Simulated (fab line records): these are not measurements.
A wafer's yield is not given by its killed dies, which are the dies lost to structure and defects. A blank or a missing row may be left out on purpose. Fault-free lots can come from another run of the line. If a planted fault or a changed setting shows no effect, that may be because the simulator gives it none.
fab line records	flow nand-harc
[record] lots = 6	wafers = 18	last-day = 34
route steps=1302 shown A_CONTACT@1076 A_BLC@1107 END@1302
lots that met no fault: taken from a fault-free run of the same line
start-h: hours from the record's opening day to when the first of the lot's shown wafers began	wait-h: how many hours have passed since the lot's step before this one	" the same as in the row above	L1.1+2: a row that stands for several wafers	- no value, or no start was given	* or withheld: withheld	< > ~ a bound
route shown NAME@n: NAME is a module with steps in the file, n the number in the route of the first one	usual: mean and standard deviation over wafers with no fault	same: alike in all rows	chamber/n: place in a boat	sites: the reading at each site	_std_site: the standard deviation of these	_edge_site: inner sites' mean taken away from outer sites' mean	radius-mm: for every site, how far away it sits from the centre of the wafer	mask NAME#n: copy n	behind: the tool/chamber that last shaped the wafer	hold: cause of the lot's hold/its duration in hours/its outcome	device: which transistor (n, p or np) failed to switch	end of line: the same wafers' tests at the end of the route	for a step that has no rows: nothing shown but its recipe	killed: at the first sort, the dies lost to defects and structure; wafer yield is something else	map: a wafer's dies, x killed, . not, _ none there
set.NAME: setting as actually run; set.NAME@STEP: the setting as run at that earlier step	model.NAME: the simulator's own value behind a step, which no gauge read
lots at selected steps of the route; one table per step, one row per wafer
services: from which hour (start-h, from the record's first day; less than 0 if before it) a tool's chamber was out of use, for how many hours, and why
[[steps]]
[step NHARC_A_CONTACT_PEB_06]
[recipe] peb-temp-c = 100	peb-time-s = 65
[step NHARC_A_CONTACT_DEVELOP_07]
[recipe] develop-time-s = 35	dev-temp-c = 23
[step NHARC_A_CONTACT_CD_MEAS_08]
[recipe] target-cd-nm = 200	landing-energy-ev = 500
[usual] cd-nm = 200.0/0.55
lot.wafer	tool	chamber	start-h	wait-h	cd-nm
L784.3	cd-sem-02	0	547.93	-	199.1
L784.4	"	0	"	"	200.1
L784.5	"	0	"	"	200.1
L791.1	cd-sem-01	0	640.54	-	199.9
L791.5	"	0	"	"	200.0
L791.6	"	0	"	"	199.9
L800.2	cd-sem-01	0	690.64	-	199.3
L800.3	"	0	"	"	199.1
L800.6	"	0	"	"	198.5
L801.1	cd-sem-02	0	705.67	-	200.6
L801.3	"	0	"	"	199.5
L801.6	"	0	"	"	200.3
L802.1	cd-sem-03	0	712.49	-	199.0
L802.3	"	0	"	"	198.9
L802.6	"	0	"	"	199.3
L805.3	cd-sem-02	0	756.63	-	199.9
L805.4	"	0	"	"	200.2
L805.6	"	0	"	"	199.9
[step NHARC_A_CONTACT_OVL_MEAS_09]
[usual] overlay-x-nm = 0.1/0.6	overlay-y-nm = 0.2/0.77
lot.wafer	tool	chamber	start-h	wait-h	overlay-x-nm	overlay-y-nm
L784.3	overlay-02	-	548.01	-	0.1	1.0
L784.4	"	-	"	"	0.0	0.3
L784.5	"	-	"	"	0.1	0.7
L791.1	overlay-01	-	640.63	-	0.3	1.6
L791.5	"	-	"	"	0.7	1.0
L791.6	"	-	"	"	0.5	0.8
L800.2	overlay-01	-	690.73	-	0.2	-0.3
L800.3	"	-	"	"	-0.2	0.4
L800.6	"	-	"	"	0.0	0.2
L801.1	overlay-01	-	705.76	-	0.4	1.3
L801.3	"	-	"	"	-0.2	1.6
L801.6	"	-	"	"	-0.5	1.6
L802.1	overlay-02	-	712.58	-	-1.2	-0.8
L802.3	"	-	"	"	-0.8	-1.4
L802.6	"	-	"	"	-1.1	-1.3
L805.3	overlay-02	-	756.71	-	-0.4	-0.3
L805.4	"	-	"	"	-0.5	0.0
L805.6	"	-	"	"	-0.3	-0.6
[step NHARC_A_CONTACT_INSPECT_10]
[usual] raw-defect-count = 81/33
lot.wafer	tool	chamber	start-h	wait-h	raw-defect-count
L784.3	defect-inspect-02	-	548.05	0.0	72
L784.4	"	-	"	"	68
L784.5	"	-	"	"	45
L791.1	defect-inspect-01	-	640.66	0.0	97
L791.5	"	-	"	"	84
L791.6	"	-	"	"	98
L800.2	defect-inspect-02	-	690.76	0.0	75
L800.3	"	-	"	"	67
L800.6	"	-	"	"	70
L801.1	defect-inspect-01	-	705.79	0.0	88
L801.3	"	-	"	"	66
L801.6	"	-	"	"	70
L802.1	defect-inspect-01	-	712.61	0.0	41
L802.3	"	-	"	"	41
L802.6	"	-	"	"	43
L805.3	defect-inspect-01	-	756.75	0.0	110
L805.4	"	-	"	"	103
L805.6	"	-	"	"	116
[step NHARC_A_CONTACT_DESCUM_13]
[recipe] time-s = 3	o2-flow-sccm = 200	ar-flow-sccm = 0	bias-power-w = 0	chemistry = O2
[step NHARC_A_CONTACT_ETCH_88]
[recipe] target-depth-a = 390	over-etch-frac = 0.3	time-s = 65	ion-energy-ev = 80	cf4-flow-sccm = 150	ar-flow-sccm = 0	rf-w = 300	bias-w = 100	chemistry = CF4
[step NHARC_A_CONTACT_ETCH_89]
[recipe] target-depth-a = 2600	over-etch-frac = 0.3	time-s = 475.3	ion-energy-ev = 200	n2-flow-sccm = 150	h2-flow-sccm = 150	ar-flow-sccm = 0	rf-w = 400	bias-w = 150	chemistry = N2/H2
[step NHARC_A_CONTACT_ETCH_30]
[recipe] target-depth-a = 726	time-s = 36.3	cf4-flow-sccm = 100	chf3-flow-sccm = 30	ar-flow-sccm = 0	rf-w = 500	bias-w = 200	chemistry = CF4/CHF3
[usual] drypump-motor-current-A = 5.9/0.35	oes-product-au = 0.938/0.02	rf-vpp-V = 370.0/2.3	showerhead-plenum-p-Torr = 1.55/0.061	throttle-valve-pct = 16.803/0.0088
lot.wafer	tool	chamber	start-h	wait-h	drypump-motor-current-A	oes-product-au	rf-hours-counter-h	rf-vpp-V	showerhead-plenum-p-Torr	throttle-valve-pct
L784.3	rie-diel-04	2	-	-	6.2	0.915	2	372.1	1.61	16.790
L784.4	"	0	"	"	5.6	0.930	2	366.5	1.48	16.811
L784.5	"	3	"	"	5.5	0.942	-	370.7	1.60	16.820
L791.1	rie-diel-02	0	-	-	5.6	0.933	17	370.4	1.59	16.804
L791.5	"	2	"	"	6.0	0.935	-	367.5	1.47	16.803
L791.6	"	3	"	"	6.1	0.934	-	369.8	1.54	16.803
L800.2	rie-diel-04	0	-	-	5.5	0.936	24	367.2	1.48	16.811
L800.3	"	2	"	"	6.3	0.909	24	372.2	1.61	16.804
L800.6	"	1	"	"	5.6	0.923	-	369.6	1.53	16.794
L801.3	rie-diel-03	2	-	-	6.6	0.936	17	375.6	1.70	16.806
L801.1	"	0	"	"	5.6	0.930	16	370.6	1.57	16.808
L801.6	"	3	"	"	6.3	0.916	-	369.7	1.55	16.791
L802.1	rie-diel-03	2	-	-	6.6	0.934	20	376.5	1.69	16.801
L802.3	"	1	"	"	5.6	0.937	20	371.2	1.60	16.807
L802.6	"	2	"	"	6.6	0.941	-	374.8	1.70	16.794
L805.3	rie-diel-04	1	-	-	5.6	0.917	5	370.4	1.53	16.818
L805.4	"	0	"	"	5.6	0.933	8	366.7	1.47	16.802
L805.6	"	1	"	"	5.6	0.904	-	370.3	1.53	16.795
[step NHARC_A_CONTACT_ETCH_31]
[recipe] target-depth-a = 28000	over-etch-frac = 0.3	time-s = 728	ion-energy-ev = 150	o2-flow-sccm = 400	cos-flow-sccm = 20	ar-flow-sccm = 0	rf-w = 500	bias-w = 300	chemistry = O2/COS
[step NHARC_A_CONTACT_ETCH_134]
[recipe] source-w = withheld	pressure-mtorr = 20	bias-v = withheld	time-s = 140	target-depth-a = 7000	ar-flow-sccm = withheld	c4f8-flow-sccm = withheld	o2-flow-sccm = withheld	chemistry = C4F8/O2/Ar
lot.wafer	tool	chamber	start-h	wait-h	rf-hours-counter-h
L784.3	har-cap-etch-03	0	549.30	-	-
L784.4	"	1	"	"	-
L784.5	"	1	"	"	-
L791.1	har-cap-etch-02	1	642.20	-	109
L791.6	"	1	"	"	-
L791.5	"	0	"	"	-
L800.2	har-cap-etch-01	1	692.00	-	31
L800.3	"	1	"	"	-
L800.6	"	1	"	"	-
L801.1	har-cap-etch-02	0	707.08	-	120
L801.3	"	0	"	"	-
L801.6	"	1	"	"	-
L802.1	har-cap-etch-02	1	714.03	-	121
L802.3	"	1	"	"	-
L802.6	"	0	"	"	-
L805.3	har-cap-etch-01	0	758.00	-	-
L805.4	"	1	"	"	-
L805.6	"	0	"	"	-
[step NHARC_A_CONTACT_ETCH_135]
[recipe] source-w = withheld	pressure-mtorr = 20	bias-v = 1200	time-s = 311	target-depth-a = 19120	ar-flow-sccm = withheld	c4f8-flow-sccm = withheld	o2-flow-sccm = withheld	chemistry = C4F8/O2/Ar
[step NHARC_A_CONTACT_ETCH_136]
[recipe] source-w = withheld	pressure-mtorr = 20	bias-v = 1200	time-s = 311	target-depth-a = 19120	ar-flow-sccm = withheld	c4f8-flow-sccm = withheld	o2-flow-sccm = withheld	chemistry = C4F8/O2/Ar
lot.wafer	tool	chamber	start-h	wait-h	rf-hours-counter-h
L784.3	har-cap-etch-03	0	549.80	0.2	-
L784.4	"	1	"	"	-
L784.5	"	1	"	"	-
L791.1	har-cap-etch-02	1	642.67	0.2	109
L791.6	"	1	"	"	-
L791.5	"	0	"	"	-
L800.2	har-cap-etch-01	1	692.65	0.3	31
L800.3	"	1	"	"	-
L800.6	"	1	"	"	-
L801.1	har-cap-etch-02	0	707.56	0.2	120
L801.3	"	0	"	"	-
L801.6	"	1	"	"	-
L802.1	har-cap-etch-02	1	714.51	0.2	122
L802.3	"	1	"	"	-
L802.6	"	0	"	"	-
L805.3	har-cap-etch-01	0	758.50	0.2	-
L805.4	"	1	"	"	-
L805.6	"	0	"	"	-
[step NHARC_A_CONTACT_ETCH_137]
[recipe] source-w = withheld	pressure-mtorr = 20	bias-v = 1200	time-s = 311	target-depth-a = 19120	ar-flow-sccm = withheld	c4f8-flow-sccm = withheld	o2-flow-sccm = withheld	chemistry = C4F8/O2/Ar
[step NHARC_A_CONTACT_ETCH_138]
[recipe] source-w = withheld	pressure-mtorr = 20	bias-v = 1200	time-s = 311	target-depth-a = 19140	ar-flow-sccm = withheld	c4f8-flow-sccm = withheld	o2-flow-sccm = withheld	chemistry = C4F8/O2/Ar
lot.wafer	tool	chamber	start-h	wait-h	rf-hours-counter-h
L784.3	har-cap-etch-03	0	550.34	0.2	-
L784.4	"	1	"	"	-
L784.5	"	1	"	"	-
L791.1	har-cap-etch-02	1	643.21	0.2	110
L791.6	"	1	"	"	-
L791.5	"	0	"	"	-
L800.2	har-cap-etch-01	1	693.37	0.3	31
L800.3	"	1	"	"	-
L800.6	"	1	"	"	-
L801.1	har-cap-etch-02	0	708.11	0.2	121
L801.3	"	0	"	"	-
L801.6	"	1	"	"	-
L802.1	har-cap-etch-02	1	715.06	0.2	122
L802.3	"	1	"	"	-
L802.6	"	0	"	"	-
L805.3	har-cap-etch-01	0	759.05	0.2	-
L805.4	"	1	"	"	-
L805.6	"	0	"	"	-
[step NHARC_A_CONTACT_ETCH_139]
[recipe] source-w = withheld	pressure-mtorr = 20	bias-v = 400	time-s = 195	target-depth-a = 8400	ar-flow-sccm = withheld	c4f8-flow-sccm = 11.5	o2-flow-sccm = 7.2	chemistry = C4F8/O2/Ar
lot.wafer	tool	chamber	start-h	wait-h	rf-hours-counter-h
L784.3	har-cap-etch-03	0	550.61	0.2	-
L784.4	"	1	"	"	-
L784.5	"	1	"	"	-
L791.1	har-cap-etch-02	1	643.48	0.2	110
L791.6	"	1	"	"	-
L791.5	"	0	"	"	-
L800.2	har-cap-etch-01	1	693.74	0.3	32
L800.3	"	1	"	"	-
L800.6	"	1	"	"	-
L801.1	har-cap-etch-02	0	708.38	0.2	121
L801.3	"	0	"	"	-
L801.6	"	1	"	"	-
L802.1	har-cap-etch-02	1	715.33	0.2	122
L802.3	"	1	"	"	-
L802.6	"	0	"	"	-
L805.3	har-cap-etch-01	0	759.31	0.2	-
L805.4	"	1	"	"	-
L805.6	"	0	"	"	-
[step NHARC_A_CONTACT_ETCH_92]
[recipe] target-depth-a = 400	over-etch-frac = 0.5	time-s = 85.7	ion-energy-ev = 120	ch3f-flow-sccm = 50	o2-flow-sccm = 30	ar-flow-sccm = 200	rf-w = 500	bias-w = 100	chemistry = CH3F/O2
[step NHARC_A_CONTACT_ETCH_98]
[recipe] target-depth-a = 200	over-etch-frac = 0.5	time-s = 10	ion-energy-ev = 250	c4f6-flow-sccm = 25	o2-flow-sccm = 20	ar-flow-sccm = 500	rf-w = 600	bias-w = 500	chemistry = C4F6/O2
[step NHARC_A_CONTACT_CD_MEAS_15]
[usual] cd-nm = 190.2/0.57
lot.wafer	tool	chamber	start-h	wait-h	cd-nm
L784.3	cd-sem-01	-	551.31	-	189.8
L784.4	"	-	"	"	189.8
L784.5	"	-	"	"	190.0
L791.1	cd-sem-02	-	644.26	-	190.5
L791.5	"	-	"	"	191.0
L791.6	"	-	"	"	191.1
L800.2	cd-sem-01	-	694.56	-	189.8
L800.3	"	-	"	"	190.5
L800.6	"	-	"	"	189.4
L801.1	cd-sem-02	-	709.12	-	191.3
L801.3	"	-	"	"	190.2
L801.6	"	-	"	"	190.1
L802.1	cd-sem-02	-	716.11	-	189.9
L802.3	"	-	"	"	190.6
L802.6	"	-	"	"	189.9
L805.3	cd-sem-02	-	760.00	-	191.0
L805.4	"	-	"	"	190.6
L805.6	"	-	"	"	190.9
[step NHARC_A_CONTACT_STRIP_107]
[recipe] n2-flow-sccm = 150	h2-flow-sccm = 150	ar-flow-sccm = 0	bias-w = 0	chemistry = N2/H2
[step NHARC_A_CONTACT_STRIP_108]
[recipe] cf4-flow-sccm = 100	chf3-flow-sccm = 30	ar-flow-sccm = 0	bias-w = 0	chemistry = CF4/CHF3
[step NHARC_A_CONTACT_STRIP_109]
[recipe] o2-flow-sccm = 400	cos-flow-sccm = 20	ar-flow-sccm = 0	bias-w = 0	chemistry = O2/COS
[step NHARC_A_CONTACT_ETCH_110]
[recipe] target-depth-a = 600	overetch-a = 60	time-s = 33	ion-energy-ev = 100	cf4-flow-sccm = 80	o2-flow-sccm = 20	ar-flow-sccm = 0	rf-w = 300	bias-w = 100	chemistry = CF4/O2
[step NHARC_A_CONTACT_STRIP_26]
[recipe] o2-flow-sccm = 500	ar-flow-sccm = 0	bias-w = 0	chemistry = O2
[usual] drypump-motor-current-A = 5.84/0.29	oes-product-au = 1.004/0.0099	rf-vpp-V = 57.8/0.93	showerhead-plenum-p-Torr = 3.46/0.12	throttle-valve-pct = 17.035/0.0078
lot.wafer	tool	chamber	start-h	wait-h	drypump-motor-current-A	oes-product-au	rf-hours-counter-h	rf-vpp-V	showerhead-plenum-p-Torr	throttle-valve-pct
L784.4	rie-diel-04	3	-	-	5.52	1.007	2	58.1	3.58	17.032
L784.3	"	0	"	"	5.60	0.998	2	57.3	3.33	17.051
L784.5	"	0	"	"	5.60	1.011	-	56.2	3.33	17.030
L791.1	rie-diel-04	0	-	-	5.63	1.021	17	57.1	3.32	17.037
L791.5	"	0	"	"	5.61	1.012	-	57.4	3.32	17.029
L791.6	"	1	"	"	5.64	1.011	-	58.8	3.43	17.031
L800.2	rie-diel-02	2	-	-	6.01	1.019	41	56.0	3.28	17.031
L800.3	"	0	"	"	5.56	1.016	34	59.0	3.55	17.034
L800.6	"	2	"	"	6.02	1.009	-	57.6	3.28	17.027
L801.3	rie-diel-03	2	-	-	6.59	1.010	18	59.4	3.80	17.043
L801.1	"	0	"	"	5.67	0.995	17	59.3	3.52	17.040
L801.6	"	3	"	"	6.30	0.987	-	58.3	3.48	17.033
L802.3	rie-diel-02	1	-	-	5.97	1.003	43	58.3	3.35	17.034
L802.1	"	2	"	"	6.01	1.016	46	55.9	3.28	17.035
L802.6	"	3	"	"	6.12	1.004	-	57.9	3.45	17.030
L805.3	rie-diel-04	3	-	-	5.48	0.998	8	58.5	3.56	17.028
L805.4	"	0	"	"	5.61	0.998	8	58.3	3.31	17.026
L805.6	"	0	"	"	5.61	1.011	-	57.2	3.31	17.041
[step NHARC_A_CONTACT_STRIP_27]
[recipe] time-s = 600	temp-c = 30	chemistry = post-etch-residue-remover
[step NHARC_A_CONTACT_ALD_18]
[recipe] target-thk-a = 30	pulse-time-s = 1	ald-cycles = 150	temp-c = 450	material = TiN
[step NHARC_A_CONTACT_CVD_19]
[recipe] target-thk-a = 3000	temp-c = 300	pressure-torr = 40	wf6-flow-sccm = 40	h2-flow-sccm = 1600	ar-flow-sccm = 1560	time-s = 802	material = W
[step NHARC_A_CONTACT_CMP_20]
[recipe] t-overpolish-s = 30	target-thk-nm = 300
[step NHARC_A_CONTACT_SRD_22]
[step NHARC_A_BLC_DEHYDRATE_00]
[recipe] temp-c = 150	time-s = 120
[step NHARC_A_BLC_HMDS_01]
[recipe] time-s = 30
[step NHARC_A_BLC_COAT_02]
[recipe] temp-c = 260	time-s = 75
[step NHARC_A_BLC_COAT_03]
[recipe] temp-c = 225	time-s = 65
[step NHARC_A_BLC_COAT_04]
[recipe] spin-rpm = 1500	resist-thk-nm = 90
[step NHARC_A_BLC_SOFTBAKE_05]
[recipe] temp-c = 105	time-s = 55
[step NHARC_A_BLC_EBR_06]
[step NHARC_A_BLC_EXPOSE_07]
[recipe] na = 1.35	target-cd-nm = 100	dose-mj = 67.97	mask-id = A_BLC
[step NHARC_A_BLC_PEB_08]
[recipe] peb-temp-c = 100	peb-time-s = 65
[step NHARC_A_BLC_DEVELOP_09]
[recipe] develop-time-s = 35	dev-temp-c = 23
[step NHARC_A_BLC_CD_MEAS_10]
[recipe] target-cd-nm = 100	landing-energy-ev = 500
[usual] cd-nm = 100.2/0.61
lot.wafer	tool	chamber	start-h	wait-h	cd-nm
L784.3	cd-sem-01	0	554.25	-	100.6
L784.4	"	0	"	"	99.6
L784.5	"	0	"	"	99.8
L791.1	cd-sem-03	0	647.31	-	100.4
L791.5	"	0	"	"	100.3
L791.6	"	0	"	"	100.0
L800.2	cd-sem-02	0	697.59	-	100.4
L800.3	"	0	"	"	100.6
L800.6	"	0	"	"	100.0
L801.1	cd-sem-01	0	712.08	-	99.9
L801.3	"	0	"	"	99.9
L801.6	"	0	"	"	99.7
L802.1	cd-sem-01	0	718.98	-	100.3
L802.3	"	0	"	"	100.2
L802.6	"	0	"	"	100.1
L805.3	cd-sem-01	0	762.96	-	99.6
L805.4	"	0	"	"	100.2
L805.6	"	0	"	"	99.7
[step NHARC_END_SORT_01]
[recipe] temp-c = 25
[usual] killed-at-array = 51/17	killed-at-other = 1.0/1.2	killed-at-periphery = 3.4/2.5	killed-dies = 56/17	killed-open = 3.3/2.1	killed-short = 2.6/1.6
[same] gross-dies = 677
lot.wafer	tool	chamber	start-h	wait-h	killed-at-array	killed-at-other	killed-at-periphery	killed-dies	killed-open	killed-short
L784.3	prober-01	0	600.46	3.1	55	4	5	64	4	1
L784.4	prober-01	0	601.25	3.4	49	2	2	53	2	0
L784.5	prober-01	0	602.05	3.7	43	3	3	49	6	5
L791.1	prober-02	0	689.01	2.5	53	0	2	55	0	4
L791.5	prober-02	0	692.23	3.7	43	0	5	48	5	4
L791.6	prober-02	0	693.04	4.0	76	1	3	80	4	5
L801.1	prober-01	0	761.42	2.5	117	0	2	119	3	1
L801.3	prober-01	0	763.02	3.1	123	0	4	127	2	1
L801.6	prober-01	0	765.42	4.0	30	3	1	34	3	1
L802.1	prober-01	0	769.21	2.5	41	1	3	45	2	2
L802.3	prober-01	0	770.82	3.1	39	2	4	45	3	2
L802.6	prober-01	0	773.23	4.0	127	1	6	134	2	2
// killed by level:class
L784.3 A_SLIT:chamber-film-flake=27 A_STAIRCASE:chamber-film-flake=14 A_CONTACT:chamber-film-flake=5 A_CHANNEL_HOLE_D2:chamber-film-flake=3 P_CONTACT:chamber-film-flake=3 THIN_TSV:chamber-film-flake=3 A_CHANNEL_HOLE_D1:chamber-film-flake=2 A_ONON_D1:geometric-particle:open=1
L784.4 A_SLIT:chamber-film-flake=19 A_STAIRCASE:chamber-film-flake=13 A_CHANNEL_HOLE_D2:chamber-film-flake=8 A_CONTACT:chamber-film-flake=6 A_WL_FILL:chamber-film-flake=2 P_M0:geometric-particle:open=1 STARTING-WAFER:geometric-particle:open=1 P_ZERO_WELL:chamber-film-flake=1
L784.5 A_SLIT:chamber-film-flake=18 A_STAIRCASE:chamber-film-flake=12 P_CONTACT:geometric-particle:open=2 A_CHANNEL_FILL_D1:geometric-particle:short=2 A_ONON_D2:geometric-particle:short=2 THIN_TSV:chamber-film-flake=2 A_ONON_D2:geometric-particle:open=1 A_CHANNEL_FILL_D2:geometric-particle:open=1
L791.1 A_CHANNEL_HOLE_D2:chamber-film-flake=22 A_CHANNEL_HOLE_D1:chamber-film-flake=12 A_CONTACT:chamber-film-flake=7 A_STAIRCASE:chamber-film-flake=4 P_STI:chamber-film-flake=2 A_DECK1_JOINT:chamber-film-flake=2 A_SLIT:chamber-film-flake=2 A_CHANNEL_FILL_D1:geometric-particle:short=1
L791.5 A_CHANNEL_HOLE_D2:chamber-film-flake=15 A_CHANNEL_HOLE_D1:chamber-film-flake=13 A_SLIT:chamber-film-flake=4 P_STI:chamber-film-flake=3 A_CONTACT:chamber-film-flake=2 P_M0:geometric-particle:open=1 A_CHANNEL_FILL_D1:geometric-particle:short=1 A_CHANNEL_HOLE_D2:geometric-particle:short=1
L791.6 A_CHANNEL_HOLE_D1:chamber-film-flake=41 A_CHANNEL_HOLE_D2:chamber-film-flake=15 A_CONTACT:chamber-film-flake=6 A_SLIT:chamber-film-flake=3 P_CONTACT:geometric-particle:short=1 P_M0:geometric-particle:open=1 A_ONON_D1:geometric-particle:short=1 A_CHANNEL_HOLE_D1:geometric-particle:short=1
L801.1 A_CONTACT:unspecified=86 A_SLIT:chamber-film-flake=12 A_CHANNEL_HOLE_D1:chamber-film-flake=9 A_STAIRCASE:chamber-film-flake=3 A_CONTACT:chamber-film-flake=3 P_M0:geometric-particle:short=1 A_SOURCE_PLATE:geometric-particle:open=1 A_CHANNEL_FILL_D1:geometric-particle:open=1
L801.3 A_CONTACT:unspecified=81 A_CHANNEL_HOLE_D1:chamber-film-flake=31 A_STAIRCASE:chamber-film-flake=4 A_SLIT:chamber-film-flake=3 P_ZERO_WELL:chamber-film-flake=2 P_GATE:geometric-particle:short=1 A_SOURCE_PLATE:geometric-particle:open=1 A_CONTACT:geometric-particle:open=1
L801.6 A_CHANNEL_HOLE_D1:chamber-film-flake=12 A_SLIT:chamber-film-flake=6 A_CONTACT:chamber-film-flake=6 A_STAIRCASE:chamber-film-flake=3 A_CHANNEL_FILL_D2:geometric-particle:open=1 A_CONTACT:geometric-particle:open=1 STARTING-WAFER:geometric-particle:short=1 STARTING-WAFER:geometric-particle:open=1
L802.1 A_CHANNEL_HOLE_D1:chamber-film-flake=14 A_CONTACT:chamber-film-flake=7 A_SLIT:chamber-film-flake=5 A_BONDPAD:chamber-film-flake=5 A_STAIRCASE:chamber-film-flake=3 P_ZERO_WELL:chamber-film-flake=2 A_WL_FILL:chamber-film-flake=2 A_ONON_D1:geometric-particle:open=1
L802.3 A_CHANNEL_HOLE_D1:chamber-film-flake=16 A_SLIT:chamber-film-flake=8 A_CONTACT:chamber-film-flake=3 P_M2:chamber-film-flake=2 A_CHANNEL_FILL_D1:chamber-film-flake=2 A_DECK1_JOINT:chamber-film-flake=2 A_STAIRCASE:chamber-film-flake=2 THIN_TSV:chamber-film-flake=2
L802.6 A_CONTACT:unspecified=89 A_CHANNEL_HOLE_D1:chamber-film-flake=16 A_CONTACT:chamber-film-flake=5 P_ZERO_WELL:chamber-film-flake=4 A_STAIRCASE:chamber-film-flake=3 A_SLIT:chamber-film-flake=3 A_BONDPAD:chamber-film-flake=3 P_M2:chamber-film-flake=2
// map L801.3 (x killed, . not)
____________.____________
_________......._________
_______..........._______
______.......x.....______
_____..............._____
____........x........____
____.x.............x.____
___..x................___
___...................___
__.....................__
__.....................__
_......................._
_......................._
_.....................x._
_......................._
_................x......_
.........................
................x..x..x..
..............xxxxx.x....
...............xxxxxx....
..............x.xxx.xx...
_...x........x...xx.x..._
_x.............xx.x....._
_.............x..xxxx..._
_.............xx..x....._
_...........xx.........._
__.........xxxxx.......__
__.........xxxxxx......__
___......x.xxxxxxxx...___
___........xxxxxxxx...___
____.....xxxxxxxxx...____
____......xxxxxxxxx..____
_____....xxxxxxxxxx._____
______....xxxxxxxxx______
_______...xxxxxxxx_______
_________.xxxxxx_________
____________x____________
// map L802.6 (x killed, . not)
____________.____________
_________......._________
_______..........._______
______.............______
_____x......x......._____
____..x..............____
____........x........____
___...................___
___...........x.x.....___
__...........x.x.......__
__..x..................__
_......................._
_.......x..............._
_...x..x................_
_....................xx._
_....xx.x..........xx..._
..x.x.x........x.x...xx..
............xx....x..xx..
....x..............xxx...
...................x.....
...........x.....xx......
_...............x......._
_......................._
_......................._
_......................x_
_.............xx..x...xx_
__.........xxxxxx......__
__..x.....xxxxxxxx.....__
___.......xxxxxxxx....___
___.......xxxxxxxxx...___
____.....x.xxxxxxxxx.____
____.....xxxxxxxxxxx.____
_____.....xxxxxxxxx._____
______..x.xxxxxxxxx______
_______..xxxxxxxxx_______
_________.xxxxxx_________
____________x____________
[[services]]
tool	chamber	start-h	hours	kind
rie-diel-04	-	531.90	9.0	pm
rie-diel-04	0	531.90	9.0	vent-cycle
rie-diel-04	1	531.90	9.0	vent-cycle
rie-diel-04	2	531.90	9.0	vent-cycle
rie-diel-04	3	531.90	9.0	vent-cycle
rie-diel-04	0	540.90	-	clean
rie-diel-04	1	540.90	-	clean
rie-diel-04	2	540.90	-	clean
rie-diel-04	3	540.90	-	clean
rie-diel-04	0	565.40	-	clean
rie-diel-02	-	572.22	9.0	pm
rie-diel-03	-	635.98	9.0	pm
rie-diel-03	2	686.75	4.4	repair
rie-diel-03	1	698.73	5.7	repair
har-cap-etch-02	-	702.83	0.5	repair
rie-diel-04	-	708.93	9.0	pm
rie-diel-04	1	728.03	7.0	repair
rie-diel-03	3	729.27	9.7	repair
rie-diel-02	1	730.55	5.9	repair
rie-diel-03	3	745.25	21.0	repair
rie-diel-02	-	749.38	9.0	pm
har-cap-etch-02	-	754.00	17.0	pm
har-cap-etch-02	0	754.00	17.0	vent-cycle
har-cap-etch-02	1	754.00	17.0	vent-cycle
[[key]]
[first-sign] step = NHARC_END_SORT_01	reading = killed-at-array	direction = up	sigmas = 4.2	usual = 51	struck = 122
[effect] step = NHARC_END_SORT_01	reading = killed-dies	direction = up	sigmas = 4.1	usual = 56	struck = 127
[more-kills-born-at] NHARC_A_CONTACT_ETCH_136@har-cap-etch-02 = 245
met-at NHARC_A_CONTACT_ETCH_136
struck-wafers L801.1,L801.3,L802.6
tester-left-out L801,L802
onset-between 642.67 707.56
[fault] kind = chamber-particle-source	tool = har-cap-etch-02	chamber = 0	onset-h = 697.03	steps = NHARC_A_CONTACT_ETCH_136	rate-per-visit-cm2 = 1.8405	end-h = 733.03
// tester-left-out: of these lots the tester's yield and bins aren't shown, on N5 and GAA mostly nor the transistor test; their killed dies are dies lost to structure and defects alone, not to doping, threshold or leakage, so they don't give the yield
